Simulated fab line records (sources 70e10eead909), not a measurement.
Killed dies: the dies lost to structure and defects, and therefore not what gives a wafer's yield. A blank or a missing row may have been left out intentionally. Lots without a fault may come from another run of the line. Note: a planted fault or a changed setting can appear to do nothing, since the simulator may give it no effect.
Which tool was responsible? | flow nandHarc | 72 wafers from 24 lots sampled at 6 of the route's 1159 steps

## WHAT EACH GAUGE READ, for each wafer
The record lacks any reading of a measuring or inspecting step that a usual standard deviation could be used to judge.

## TOOL THAT RAN EACH LOT (tool first, then ch and the chambers of the sampled wafers, then the start)
lot  | NHARC_A_STAIRCASE_STRIP_238         | NHARC_A_STAIRCASE_HM_OPEN_460                | NHARC_A_STAIRCASE_ETCH_452                   | NHARC_A_STAIRCASE_HM_DEP_462 | NHARC_A_STAIRCASE_ETCH_315                   | NHARC_A_STAIRCASE_ETCHBACK_416
L075 | plasmaAsher-02 ch 0,1, day 11 05:28 | rieDiel-01 ch 0,3, day 11 14:47 or earlier   | rieDiel-01 ch 0,3, day 11 14:47 or earlier   | aclDep-03 ch 0, day 11 14:47 | rieDiel-08 ch 1,3, no start                  | rieDiel-01 ch 0,1,2, no start
L074 | plasmaAsher-01 ch 0,1, day 11 07:07 | rieDiel-08 ch 0,2, day 11 15:00 or earlier   | rieDiel-08 ch 1,3, day 11 15:00 or earlier   | aclDep-01 ch 0, day 11 15:00 | rieDiel-08 ch 0,1,3, no start                | rieDiel-08 ch 1,3, no start
L077 | plasmaAsher-02 ch 0,1, day 11 21:18 | rieDiel-01 ch 0,1,2, day 12 05:14 or earlier | rieDiel-01 ch 0,1,3, day 12 05:14 or earlier | aclDep-03 ch 0, day 12 05:14 | rieDiel-08 ch 1,2,3, no start                | rieDiel-01 ch 1,2,3, no start
L076 | plasmaAsher-02 ch 0,1, day 11 21:47 | rieDiel-08 ch 0,3, day 12 06:43 or earlier   | rieDiel-08 ch 1,2, day 12 06:43 or earlier   | aclDep-01 ch 0, day 12 06:43 | rieDiel-09 ch 0,1,2, no start                | rieDiel-01 ch 0,1, no start
L078 | plasmaAsher-02 ch 0,1, day 12 13:28 | rieDiel-09 ch 0,1,3, day 13 00:40 or earlier | rieDiel-09 ch 0,1,3, day 13 00:40 or earlier | aclDep-02 ch 0, day 13 00:40 | rieDiel-09 ch 0,3, no start                  | rieDiel-08 ch 0,1,3, no start
L079 | plasmaAsher-02 ch 0,1, day 12 14:14 | rieDiel-01 ch 0,1,2, day 13 01:04 or earlier | rieDiel-01 ch 1,2, day 13 01:04 or earlier   | aclDep-01 ch 0, day 13 01:04 | rieDiel-08 ch 1,3, no start                  | rieDiel-08 ch 0,1, no start
L080 | plasmaAsher-02 ch 0,1, day 12 20:04 | rieDiel-01 ch 0,1,3, day 13 09:32 or earlier | rieDiel-01 ch 0,1,2, day 13 09:32 or earlier | aclDep-03 ch 0, day 13 09:32 | rieDiel-08 ch 0,1,3, no start                | rieDiel-09 ch 0,2,3, no start
L081 | plasmaAsher-02 ch 0,1, day 13 08:00 | rieDiel-09 ch 0,3, day 13 18:55 or earlier   | rieDiel-09 ch 0,1,3, day 13 18:55 or earlier | aclDep-01 ch 0, day 13 18:55 | rieDiel-09 ch 0,3, no start                  | rieDiel-08 ch 0,1,3, no start
L082 | plasmaAsher-02 ch 0,1, day 13 10:19 | rieDiel-01 ch 0,2, day 13 20:42 or earlier   | rieDiel-01 ch 2,3, day 13 20:42 or earlier   | aclDep-01 ch 0, day 13 20:42 | rieDiel-08 ch 0,3, no start                  | rieDiel-09 ch 1,2,3, no start
L084 | plasmaAsher-02 ch 0,1, day 13 16:52 | rieDiel-08 ch 0,1,2, day 14 02:52 or earlier | rieDiel-08 ch 0,2,3, day 14 02:52 or earlier | aclDep-02 ch 0, day 14 02:52 | rieDiel-09 ch 0,1,3, no start                | rieDiel-08 ch 0,2,3, no start
L083 | plasmaAsher-02 ch 0,1, day 13 17:25 | rieDiel-08 ch 1,3, day 14 02:38 or earlier   | rieDiel-08 ch 0,3, day 14 02:38 or earlier   | aclDep-01 ch 0, day 14 02:38 | rieDiel-08 ch 0,1, no start                  | rieDiel-08 ch 0,2, no start
L087 | plasmaAsher-01 ch 0,1, day 14 15:56 | rieDiel-09 ch 1,2,3, day 14 23:53 or earlier | rieDiel-09 ch 0,1,2, day 14 23:53 or earlier | aclDep-02 ch 0, day 14 23:53 | rieDiel-08 ch 0,2,3, no start                | rieDiel-09 ch 1,2,3, no start
L085 | plasmaAsher-02 ch 0, day 14 16:19   | rieDiel-01 ch 0,2, day 15 01:02 or earlier   | rieDiel-01 ch 0,2, day 15 01:02 or earlier   | aclDep-01 ch 0, day 15 01:02 | rieDiel-08 ch 0,2,3, no start                | rieDiel-08 ch 1,2,3, no start
L086 | plasmaAsher-02 ch 0,1, day 14 16:47 | rieDiel-08 ch 1,2,3, day 15 02:53 or earlier | rieDiel-08 ch 0,1,3, day 15 02:53 or earlier | aclDep-01 ch 0, day 15 02:53 | rieDiel-08 ch 2,3, no start                  | rieDiel-08 ch 0,3, no start
L089 | plasmaAsher-02 ch 0,1, day 14 23:49 | rieDiel-01 ch 0,2, day 15 08:27 or earlier   | rieDiel-01 ch 0,1, day 15 08:27 or earlier   | aclDep-02 ch 0, day 15 08:27 | rieDiel-09 ch 1,3, no start                  | rieDiel-08 ch 1,3, no start
L088 | plasmaAsher-02 ch 0,1, day 15 00:43 | rieDiel-08 ch 0,1,3, day 15 08:47 or earlier | rieDiel-08 ch 0,2,3, day 15 08:47 or earlier | aclDep-03 ch 0, day 15 08:47 | rieDiel-08 ch 1,2,3, no start                | rieDiel-01 ch 1,2, no start
L091 | plasmaAsher-01 ch 0,1, day 15 09:15 | rieDiel-08 ch 0,1,2, day 15 18:23 or earlier | rieDiel-08 ch 0,2,3, day 15 18:23 or earlier | aclDep-03 ch 0, day 15 18:23 | rieDiel-08 ch 0,1, no start                  | rieDiel-01 ch 1,2,3, no start
L090 | plasmaAsher-02 ch 0,1, day 15 10:20 | rieDiel-09 ch 1,2,3, day 15 20:29 or earlier | rieDiel-09 ch 1,2,3, day 15 20:29 or earlier | aclDep-01 ch 0, day 15 20:29 | rieDiel-08 ch 0,1,3, no start                | rieDiel-08 ch 0,2, no start
L092 | plasmaAsher-02 ch 0,1, day 15 22:11 | rieDiel-08 ch 0,1,2, day 16 10:47 or earlier | rieDiel-08 ch 0,1,2, day 16 10:47 or earlier | aclDep-02 ch 0, day 16 10:47 | rieDiel-08 ch 0,3, no start                  | rieDiel-01 ch 0,1,2, no start
L093 | plasmaAsher-01 ch 0,1, day 16 04:10 | rieDiel-09 ch 0,2,3, day 16 17:24 or earlier | rieDiel-09 ch 1,3, day 16 17:24 or earlier   | aclDep-03 ch 0, day 16 17:24 | rieDiel-01 ch 0,1, no start                  | rieDiel-01 ch 0,1,3, no start
L096 | plasmaAsher-02 ch 1, day 16 11:39   | rieDiel-08 ch 0,1,3, day 16 21:05 or earlier | rieDiel-08 ch 0,1,3, day 16 21:05 or earlier | aclDep-01 ch 0, day 16 21:05 | rieDiel-09 ch 0,1,2, no start                | rieDiel-09 ch 1,2,3, no start
L094 | plasmaAsher-01 ch 0,1, day 16 12:35 | rieDiel-01 ch 2,3, day 16 21:23 or earlier   | rieDiel-01 ch 1,3, day 16 21:23 or earlier   | aclDep-02 ch 0, day 16 21:23 | rieDiel-09 ch 0,1, day 17 05:43 or earlier   | rieDiel-01 ch 0,2, day 17 05:43
L095 | plasmaAsher-01 ch 0,1, day 16 15:59 | rieDiel-08 ch 0,2,3, day 17 01:25 or earlier | rieDiel-08 ch 0,2,3, day 17 01:25 or earlier | aclDep-01 ch 0, day 17 01:25 | rieDiel-01 ch 0,1,2, day 17 08:51 or earlier | rieDiel-09 ch 0,3, day 17 08:51
L097 | plasmaAsher-02 ch 0,1, day 17 11:44 | rieDiel-09 ch 0,1,3, day 17 21:49 or earlier | rieDiel-09 ch 1,2,3, day 17 21:49 or earlier | aclDep-02 ch 0, day 17 21:49 | rieDiel-08 ch 0,1,2, no start                | rieDiel-01 ch 0,1, no start
- NHARC_A_STAIRCASE_STRIP_238: strips in O2.
- NHARC_A_STAIRCASE_HM_OPEN_460: chemistry O2/COS.
- NHARC_A_STAIRCASE_ETCH_452: etches the open film in CF4/O2, target depth 30 nm, overetch 3 nm, time 16.5 s.
- NHARC_A_STAIRCASE_HM_DEP_462: deposits aC, target thk 800 nm.
- NHARC_A_STAIRCASE_ETCH_315: etches the open film in C4F8/O2/Ar, target depth 2500 nm, time 607.1 s.
- NHARC_A_STAIRCASE_ETCHBACK_416: etches the open film in C4F8/O2/Ar, target depth 36 nm, time 7.2 s.

## AS READ BY THE TOOLS THEMSELVES (means over the sampled wafers that have a number; for cases with no such wafer, the mark the record gives instead)
NHARC_A_STAIRCASE_STRIP_238. Usual: drypumpMotorCurrentA 5.55 A, standard deviation 0.2; heaterPowerW 332 W, standard deviation 22.
lot  | tool           | drypumpMotorCurrentA (A) | heaterPowerW (W) | flag
L075 | plasmaAsher-02 | 5.59                     | 341              | 
L074 | plasmaAsher-01 | 5.65                     | 301              | 
L077 | plasmaAsher-02 | 5.44                     | 339              | 
L076 | plasmaAsher-02 | 5.59                     | 340              | 
L078 | plasmaAsher-02 | 5.44                     | 336              | 
L079 | plasmaAsher-02 | 5.59                     | 340              | 
L080 | plasmaAsher-02 | 5.44                     | 329              | 
L081 | plasmaAsher-02 | 5.45                     | 338              | 
L082 | plasmaAsher-02 | 5.45                     | 337              | 
L084 | plasmaAsher-02 | 5.61                     | 342              | 
L083 | plasmaAsher-02 | 5.58                     | 338              | 
L087 | plasmaAsher-01 | 5.65                     | 303              | 
L085 | plasmaAsher-02 | 5.28                     | 330              | 
L086 | plasmaAsher-02 | 5.45                     | 334              | 
L089 | plasmaAsher-02 | 5.44                     | 335              | 
L088 | plasmaAsher-02 | 5.44                     | 336              | 
L091 | plasmaAsher-01 | 5.65                     | 303              | 
L090 | plasmaAsher-02 | 5.44                     | 339              | 
L092 | plasmaAsher-02 | 5.60                     | 339              | 
L093 | plasmaAsher-01 | 5.64                     | 300              | 
L096 | plasmaAsher-02 | 5.75                     | 348              | 
L094 | plasmaAsher-01 | 5.63                     | 322              | 
L095 | plasmaAsher-01 | 5.62                     | 302              | 
L097 | plasmaAsher-02 | 5.46                     | 349              | 

NHARC_A_STAIRCASE_HM_OPEN_460. Usual: drypumpMotorCurrentA 5.58 A, standard deviation 0.27; oesProductAu 0.997 a.u., standard deviation 0.0091; rfVppV 467.0 V, standard deviation 2.6; showerheadPlenumPTorr 3.11 Torr, standard deviation 0.13; throttleValvePct 28.331 %, standard deviation 0.0091.
lot  | tool       | drypumpMotorCurrentA (A) | oesProductAu (a.u.) | rfVppV (V) | showerheadPlenumPTorr (Torr) | throttleValvePct (%) | flag
L075 | rieDiel-01 | 5.20                     | 0.992               | 468.9      | 3.20                         | 28.327               | 
L074 | rieDiel-08 | 5.73                     | 0.999               | 466.0      | 3.05                         | 28.330               | 
L077 | rieDiel-01 | 5.61                     | 1.001               | 470.3      | 3.23                         | 28.336               | 
L076 | rieDiel-08 | 5.80                     | 0.982               | 464.1      | 2.95                         | 28.336               | 
L078 | rieDiel-09 | 5.51                     | 0.992               | 466.6      | 3.13                         | 28.334               | 
L079 | rieDiel-01 | 5.61                     | 0.999               | 468.4      | 3.22                         | 28.323               | 
L080 | rieDiel-01 | 5.42                     | 1.007               | 468.8      | 3.23                         | 28.328               | 
L081 | rieDiel-09 | 5.67                     | 0.991               | 468.6      | 3.16                         | 28.336               | 
L082 | rieDiel-01 | 5.61                     | 1.011               | 468.4      | 3.17                         | 28.323               | 
L084 | rieDiel-08 | 5.62                     | 0.994               | 467.2      | 3.09                         | 28.336               | 
L083 | rieDiel-08 | 5.54                     | 1.004               | 465.8      | 3.03                         | 28.332               | 
L087 | rieDiel-09 | 5.76                     | 1.004               | 466.4      | 3.10                         | 28.324               | 
L085 | rieDiel-01 | 5.56                     | 0.997               | 467.5      | 3.14                         | 28.327               | 
L086 | rieDiel-08 | 5.57                     | 1.000               | 466.1      | 3.07                         | 28.339               | 
L089 | rieDiel-01 | 5.63                     | 0.985               | 467.7      | 3.16                         | 28.331               | 
L088 | rieDiel-08 | 5.66                     | 0.997               | 464.7      | 2.98                         | 28.326               | 
L091 | rieDiel-08 | 5.60                     | 0.993               | 466.4      | 3.08                         | 28.335               | 
L090 | rieDiel-09 | 5.74                     | 0.988               | 466.7      | 3.10                         | 28.325               | 
L092 | rieDiel-08 | 5.62                     | 0.994               | 466.4      | 3.08                         | 28.326               | 
L093 | rieDiel-09 | 5.53                     | 0.995               | 466.6      | 3.07                         | 28.327               | 
L096 | rieDiel-08 | 5.68                     | 1.004               | 464.3      | 2.98                         | 28.331               | 
L094 | rieDiel-01 | 5.47                     | 0.995               | 468.8      | 3.19                         | 28.324               | 
L095 | rieDiel-08 | 5.71                     | 0.997               | 465.0      | 3.02                         | 28.328               | 
L097 | rieDiel-09 | 5.51                     | 0.986               | 466.8      | 3.11                         | 28.334               | 

NHARC_A_STAIRCASE_ETCH_452. Usual: drypumpMotorCurrentA 5.56 A, standard deviation 0.28; oesProductAu 0.997 a.u., standard deviation 0.0085; rfVppV 197.7 V, standard deviation 1.5; showerheadPlenumPTorr 1.33 Torr, standard deviation 0.055; throttleValvePct 13.398 %, standard deviation 0.0096.
lot  | tool       | drypumpMotorCurrentA (A) | oesProductAu (a.u.) | rfVppV (V) | showerheadPlenumPTorr (Torr) | throttleValvePct (%) | flag
L075 | rieDiel-01 | 5.35                     | 0.996               | 198.1      | 1.36                         | 13.400               | 
L074 | rieDiel-08 | 5.54                     | 1.000               | 196.6      | 1.30                         | 13.401               | 
L077 | rieDiel-01 | 5.38                     | 1.002               | 198.5      | 1.39                         | 13.401               | 
L076 | rieDiel-08 | 5.46                     | 1.010               | 198.4      | 1.34                         | 13.399               | 
L078 | rieDiel-09 | 5.51                     | 0.988               | 197.4      | 1.34                         | 13.405               | 
L079 | rieDiel-01 | 5.66                     | 0.994               | 198.7      | 1.39                         | 13.401               | 
L080 | rieDiel-01 | 5.58                     | 1.006               | 198.7      | 1.38                         | 13.403               | 
L081 | rieDiel-09 | 5.51                     | 0.998               | 197.9      | 1.34                         | 13.396               | 
L082 | rieDiel-01 | 5.23                     | 1.007               | 198.8      | 1.37                         | 13.405               | 
L084 | rieDiel-08 | 5.72                     | 0.992               | 197.3      | 1.30                         | 13.396               | 
L083 | rieDiel-08 | 5.79                     | 0.992               | 195.5      | 1.26                         | 13.395               | 
L087 | rieDiel-09 | 5.36                     | 0.998               | 197.5      | 1.30                         | 13.394               | 
L085 | rieDiel-01 | 5.53                     | 0.995               | 198.2      | 1.34                         | 13.398               | 
L086 | rieDiel-08 | 5.67                     | 0.996               | 196.5      | 1.28                         | 13.393               | 
L089 | rieDiel-01 | 5.58                     | 0.995               | 199.1      | 1.40                         | 13.393               | 
L088 | rieDiel-08 | 5.71                     | 0.998               | 197.6      | 1.29                         | 13.397               | 
L091 | rieDiel-08 | 5.69                     | 0.998               | 196.1      | 1.29                         | 13.403               | 
L090 | rieDiel-09 | 5.74                     | 0.998               | 198.1      | 1.32                         | 13.395               | 
L092 | rieDiel-08 | 5.61                     | 1.000               | 196.5      | 1.31                         | 13.388               | 
L093 | rieDiel-09 | 5.89                     | 0.998               | 198.0      | 1.36                         | 13.389               | 
L096 | rieDiel-08 | 5.67                     | 0.993               | 196.7      | 1.27                         | 13.405               | 
L094 | rieDiel-01 | 5.41                     | 0.995               | 199.9      | 1.41                         | 13.402               | 
L095 | rieDiel-08 | 5.70                     | 0.993               | 197.1      | 1.29                         | 13.399               | 
L097 | rieDiel-09 | 5.74                     | 0.989               | 197.8      | 1.32                         | 13.394               | 

NHARC_A_STAIRCASE_HM_DEP_462. Usual: 34.999 % for throttleValvePct, sd 0.0085.
lot  | tool      | throttleValvePct (%) | flag
L075 | aclDep-03 | 34.993               | 
L074 | aclDep-01 | 35.001               | 
L077 | aclDep-03 | 34.989               | 
L076 | aclDep-01 | 35.006               | 
L078 | aclDep-02 | 35.003               | 
L079 | aclDep-01 | 35.001               | 
L080 | aclDep-03 | 35.004               | 
L081 | aclDep-01 | 35.002               | 
L082 | aclDep-01 | 34.991               | 
L084 | aclDep-02 | 34.999               | 
L083 | aclDep-01 | 34.997               | 
L087 | aclDep-02 | 35.002               | 
L085 | aclDep-01 | 34.994               | 
L086 | aclDep-01 | 34.994               | 
L089 | aclDep-02 | 35.006               | 
L088 | aclDep-03 | 34.998               | 
L091 | aclDep-03 | 34.995               | 
L090 | aclDep-01 | 35.002               | 
L092 | aclDep-02 | 34.998               | 
L093 | aclDep-03 | 35.003               | 
L096 | aclDep-01 | 35.003               | 
L094 | aclDep-02 | 34.999               | 
L095 | aclDep-01 | 34.995               | 
L097 | aclDep-02 | 34.987               | 

NHARC_A_STAIRCASE_ETCH_315. Usual: oesProductAu 0.928 a.u., standard deviation 0.011; rfVppV 1822 V, standard deviation 9.4.
lot  | tool       | oesProductAu (a.u.) | rfVppV (V) | flag
L075 | rieDiel-08 | 0.921               | 1816       | 
L074 | rieDiel-08 | 0.927               | 1816       | 
L077 | rieDiel-08 | 0.928               | 1824       | 
L076 | rieDiel-09 | 0.927               | 1821       | 
L078 | rieDiel-09 | 0.929               | 1826       | 
L079 | rieDiel-08 | 0.922               | 1820       | 
L080 | rieDiel-08 | 0.915               | 1816       | 
L081 | rieDiel-09 | 0.927               | 1827       | 
L082 | rieDiel-08 | 0.920               | 1812       | 
L084 | rieDiel-09 | 0.916               | 1827       | 
L083 | rieDiel-08 | 0.918               | 1816       | 
L087 | rieDiel-08 | 0.926               | 1818       | 
L085 | rieDiel-08 | 0.930               | 1819       | 
L086 | rieDiel-08 | 0.924               | 1826       | 
L089 | rieDiel-09 | 0.929               | 1828       | 
L088 | rieDiel-08 | 0.930               | 1822       | 
L091 | rieDiel-08 | 0.936               | 1820       | 
L090 | rieDiel-08 | 0.925               | 1815       | 
L092 | rieDiel-08 | 0.926               | 1811       | 
L093 | rieDiel-01 | 0.924               | 1838       | 
L096 | rieDiel-09 | 0.929               | 1820       | 
L094 | rieDiel-09 | 0.936               | 1822       | 
L095 | rieDiel-01 | 0.949               | 1834       | 
L097 | rieDiel-08 | 0.944               | 1822       | 

NHARC_A_STAIRCASE_ETCHBACK_416. Usual: oesProductAu 0.934 a.u., standard deviation 0.03; rfVppV 723 V, standard deviation 4.3.
lot  | tool       | oesProductAu (a.u.) | rfVppV (V) | flag
L075 | rieDiel-01 | 0.923               | 726        | 
L074 | rieDiel-08 | 0.911               | 718        | 
L077 | rieDiel-01 | 0.927               | 727        | 
L076 | rieDiel-01 | 0.931               | 728        | 
L078 | rieDiel-08 | 0.916               | 718        | 
L079 | rieDiel-08 | 0.912               | 721        | 
L080 | rieDiel-09 | 0.926               | 722        | 
L081 | rieDiel-08 | 0.988               | 719        | 
L082 | rieDiel-09 | 0.942               | 722        | 
L084 | rieDiel-08 | 0.916               | 721        | 
L083 | rieDiel-08 | 0.925               | 724        | 
L087 | rieDiel-09 | 0.915               | 722        | 
L085 | rieDiel-08 | 0.920               | 721        | 
L086 | rieDiel-08 | 0.919               | 716        | 
L089 | rieDiel-08 | 1.001               | 720        | 
L088 | rieDiel-01 | 0.919               | 728        | 
L091 | rieDiel-01 | 1.000               | 728        | 
L090 | rieDiel-08 | 0.918               | 721        | 
L092 | rieDiel-01 | 0.926               | 726        | 
L093 | rieDiel-01 | 0.922               | 726        | 
L096 | rieDiel-09 | 0.912               | 721        | 
L094 | rieDiel-01 | 0.924               | 725        | 
L095 | rieDiel-09 | 0.986               | 723        | 
L097 | rieDiel-01 | 0.924               | 726        | 

## THE ANSWER, worked out from the rows above alone
Rule: a lot is off if the mean of its wafers that have a number lies more than 3 standard deviations from the usual mean. Also off: a lot with no number at a reading for which 4 or more lots have one. The other lots that the step has rows for count as sound. After the gauges, taken in route order, come the tools' own readings; for these a lot's mean is taken, as printed above. The first step at which some lot is off is used, and at that step the reading that is off furthest; a lot without a number counts as furthest.
Across all readings shown, no lot is off: no conclusion can be drawn from this.

## WHAT HAD BEEN PUT IN BY THE SIMULATOR
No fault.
